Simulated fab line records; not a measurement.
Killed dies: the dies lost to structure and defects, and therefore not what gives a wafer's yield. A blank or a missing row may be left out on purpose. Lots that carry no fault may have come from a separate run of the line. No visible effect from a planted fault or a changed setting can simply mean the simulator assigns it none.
Chamber matching :: flow n5-finfet :: N5_MOL_CONTACT_COAG_ETCHBACK_135 on rie-diel-06 has 4 sister chambers
The step etches SiO2 in CHF3, target depth 25 nm, time 16.7 s. 4 wafers are shown with their chamber, then 7 later ones without.

WAFERS WITH THEIR CHAMBER
wafer: L079.3
chamber: 1
rf-vpp-V (V): 537

wafer: L087.3
chamber: 0
rf-vpp-V (V): 499

wafer: L088.2
chamber: 2
rf-vpp-V (V): 506

wafer: L088.3
chamber: 3
rf-vpp-V (V): 526

WAFERS WITH NO CHAMBER GIVEN
wafer: L088.6
rf-vpp-V (V): 526

wafer: L089.3
rf-vpp-V (V): 525

wafer: L089.4
rf-vpp-V (V): 506

wafer: L089.6
rf-vpp-V (V): 527

wafer: L097.1
rf-vpp-V (V): 498

wafer: L097.2
rf-vpp-V (V): 505

wafer: L097.5
rf-vpp-V (V): 507

EACH ONE'S CHAMBER
wafer: L088.6
from the rows above: 3
in truth: 3

wafer: L089.3
from the rows above: 3
in truth: 3

wafer: L089.4
from the rows above: 2
in truth: 2

wafer: L089.6
from the rows above: 3
in truth: 3

wafer: L097.1
from the rows above: 0
in truth: 0

wafer: L097.2
from the rows above: 2
in truth: 2

wafer: L097.5
from the rows above: 2
in truth: 2
7 of 7 placed correctly. Not placeable from these rows: 0. 0 placed wrongly.
How it was worked out, from the rows above alone: a wafer's distance from a chamber is the root of the sum, over the readings, of the square of ((its reading less the chamber's mean) divided by the reading's scatter). The wafer belongs to the nearest chamber; if the next one is less than 2 further off, it can't be placed. Each chamber's mean is taken over the wafers shown for it. The scatter: root of mean squared gap, hidden wafer to nearest shown wafer, with one shown wafer a chamber.
